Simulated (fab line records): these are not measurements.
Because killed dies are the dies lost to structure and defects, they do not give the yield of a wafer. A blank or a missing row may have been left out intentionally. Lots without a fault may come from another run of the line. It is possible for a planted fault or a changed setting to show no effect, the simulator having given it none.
Matching of chambers :: flow n5_finfet :: N5_BEOL_M12_CMP_49 on cmp-03 has 4 sister chambers
The step polishes, stops on SiOC, t overpolish 20.6 s, target thk 320 nm. 22 wafers are shown with their chamber, then 11 later ones without.

== EACH WAFER AND ITS CHAMBER ==
wafer: L074.2
chamber: 3
motor_current_A (A): 6.5
barrier_field_endpoint_s (s): 30.5
slurry_filter_dp_kPa (kPa): 13.50

wafer: L074.3
chamber: 2
motor_current_A (A): 6.8
barrier_field_endpoint_s (s): 29.6
slurry_filter_dp_kPa (kPa): 13.45

wafer: L074.4
chamber: 0
motor_current_A (A): 6.5
barrier_field_endpoint_s (s): 31.3
slurry_filter_dp_kPa (kPa): 13.70

wafer: L076.2
chamber: 2
motor_current_A (A): 6.7
barrier_field_endpoint_s (s): 30.4
slurry_filter_dp_kPa (kPa): 13.43

wafer: L076.3
chamber: 3
motor_current_A (A): 6.8
barrier_field_endpoint_s (s): 31.3
slurry_filter_dp_kPa (kPa): 13.32

wafer: L076.6
chamber: 3
motor_current_A (A): 6.9
barrier_field_endpoint_s (s): 31.0
slurry_filter_dp_kPa (kPa): 13.54

wafer: L077.3
chamber: 0
motor_current_A (A): 6.6
barrier_field_endpoint_s (s): 32.0
slurry_filter_dp_kPa (kPa): 13.45

wafer: L077.5
chamber: 0
motor_current_A (A): 6.4
barrier_field_endpoint_s (s): 31.7
slurry_filter_dp_kPa (kPa): 13.52

wafer: L077.6
chamber: 1
motor_current_A (A): 6.0
barrier_field_endpoint_s (s): 29.8
slurry_filter_dp_kPa (kPa): 13.59

wafer: L080.1
chamber: 3
motor_current_A (A): 6.9
barrier_field_endpoint_s (s): 30.6
slurry_filter_dp_kPa (kPa): 13.49

wafer: L080.3
chamber: 2
motor_current_A (A): 6.6
barrier_field_endpoint_s (s): 29.6
slurry_filter_dp_kPa (kPa): 13.37

wafer: L080.4
chamber: 0
motor_current_A (A): 6.9
barrier_field_endpoint_s (s): 31.1
slurry_filter_dp_kPa (kPa): 13.41

wafer: L083.1
chamber: 2
motor_current_A (A): 6.7
barrier_field_endpoint_s (s): 30.3
slurry_filter_dp_kPa (kPa): 13.49

wafer: L083.4
chamber: 3
motor_current_A (A): 7.0
barrier_field_endpoint_s (s): 30.9
slurry_filter_dp_kPa (kPa): 13.48

wafer: L083.5
chamber: 3
motor_current_A (A): 7.1
barrier_field_endpoint_s (s): 31.8
slurry_filter_dp_kPa (kPa): 13.57

wafer: L082.1
chamber: 0
motor_current_A (A): 6.7
barrier_field_endpoint_s (s): 30.8
slurry_filter_dp_kPa (kPa): 13.53

wafer: L082.3
chamber: 3
motor_current_A (A): 7.2
barrier_field_endpoint_s (s): 30.7
slurry_filter_dp_kPa (kPa): 13.44

wafer: L082.4
chamber: 1
motor_current_A (A): 6.3
barrier_field_endpoint_s (s): 30.2
slurry_filter_dp_kPa (kPa): 13.48

wafer: L085.2
chamber: 2
motor_current_A (A): 6.8
barrier_field_endpoint_s (s): 30.3
slurry_filter_dp_kPa (kPa): 13.54

wafer: L085.4
chamber: 3
motor_current_A (A): 6.7
barrier_field_endpoint_s (s): 30.7
slurry_filter_dp_kPa (kPa): 13.60

wafer: L085.5
chamber: 0
motor_current_A (A): 6.6
barrier_field_endpoint_s (s): 31.3
slurry_filter_dp_kPa (kPa): 13.74

wafer: L090.1
chamber: 1
motor_current_A (A): 6.1
barrier_field_endpoint_s (s): 29.2
slurry_filter_dp_kPa (kPa): 13.58

SIGNATURES (means of the wafers above)
reading: motor_current_A
chamber 0: 6.617
chamber 1: 6.133
chamber 2: 6.720
chamber 3: 6.888
scatter within a chamber: 0.178

reading: barrier_field_endpoint_s
chamber 0: 31.367
chamber 1: 29.733
chamber 2: 30.040
chamber 3: 30.938
scatter within a chamber: 0.433

reading: slurry_filter_dp_kPa
chamber 0: 13.5583
chamber 1: 13.5500
chamber 2: 13.4560
chamber 3: 13.4925
scatter within a chamber: 0.0958
Rule: for each reading, subtract the chamber's mean from the wafer's reading, divide by that reading's scatter and square the result; add these up over the readings and take the root, which gives the wafer's distance from the chamber. If the next closest chamber is less than 2 further off than the closest, the wafer can't be placed; otherwise it belongs to the closest. The scatter is the square root of a quotient: the sum, over the shown wafers, of each reading's squared deviation from its chamber's mean, divided by wafers minus chambers.

== WAFERS WITHOUT THEIR CHAMBER ==
wafer: L090.3
motor_current_A (A): 7.0
barrier_field_endpoint_s (s): 32.0
slurry_filter_dp_kPa (kPa): 13.40

wafer: L090.5
motor_current_A (A): 6.8
barrier_field_endpoint_s (s): 31.2
slurry_filter_dp_kPa (kPa): 13.33

wafer: L091.2
motor_current_A (A): 6.8
barrier_field_endpoint_s (s): 28.5
slurry_filter_dp_kPa (kPa): 13.82

wafer: L091.5
motor_current_A (A): 6.5
barrier_field_endpoint_s (s): 29.1
slurry_filter_dp_kPa (kPa): 13.54

wafer: L091.6
motor_current_A (A): 6.0
barrier_field_endpoint_s (s): 28.6
slurry_filter_dp_kPa (kPa): 13.39

wafer: L094.3
motor_current_A (A): 7.0
barrier_field_endpoint_s (s): 30.4
slurry_filter_dp_kPa (kPa): 13.51

wafer: L094.4
motor_current_A (A): 6.5
barrier_field_endpoint_s (s): 29.6
slurry_filter_dp_kPa (kPa): 13.74

wafer: L094.6
motor_current_A (A): 6.6
barrier_field_endpoint_s (s): 29.7
slurry_filter_dp_kPa (kPa): 13.35

wafer: L096.4
motor_current_A (A): 6.8
barrier_field_endpoint_s (s): 28.0
slurry_filter_dp_kPa (kPa): 13.26

wafer: L096.5
motor_current_A (A): 6.6
barrier_field_endpoint_s (s): 29.4
slurry_filter_dp_kPa (kPa): 13.61

wafer: L096.6
motor_current_A (A): 6.6
barrier_field_endpoint_s (s): 28.6
slurry_filter_dp_kPa (kPa): 13.64

== CHAMBER TAKEN BY EACH ==
wafer: L090.3
from the rows above: can't be placed: 3 or 0
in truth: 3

wafer: L090.5
from the rows above: can't be placed: 3 or 0 or 2
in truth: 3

wafer: L091.2
from the rows above: can't be placed: 2 or 1 or 3
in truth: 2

wafer: L091.5
from the rows above: can't be placed: 1 or 2
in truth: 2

wafer: L091.6
from the rows above: 1
in truth: 1

wafer: L094.3
from the rows above: can't be placed: 3 or 2 or 0
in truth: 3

wafer: L094.4
from the rows above: can't be placed: 1 or 2 or 0 or 3
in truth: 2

wafer: L094.6
from the rows above: can't be placed: 2 or 1
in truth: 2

wafer: L096.4
from the rows above: can't be placed: 2 or 1
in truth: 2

wafer: L096.5
from the rows above: can't be placed: 2 or 1 or 3
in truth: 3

wafer: L096.6
from the rows above: can't be placed: 1 or 2
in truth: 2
Placed correctly: 1 of 11. Can't be placed from these rows: 10 (the true chamber is among the candidates in 10). Number placed wrongly: 0.
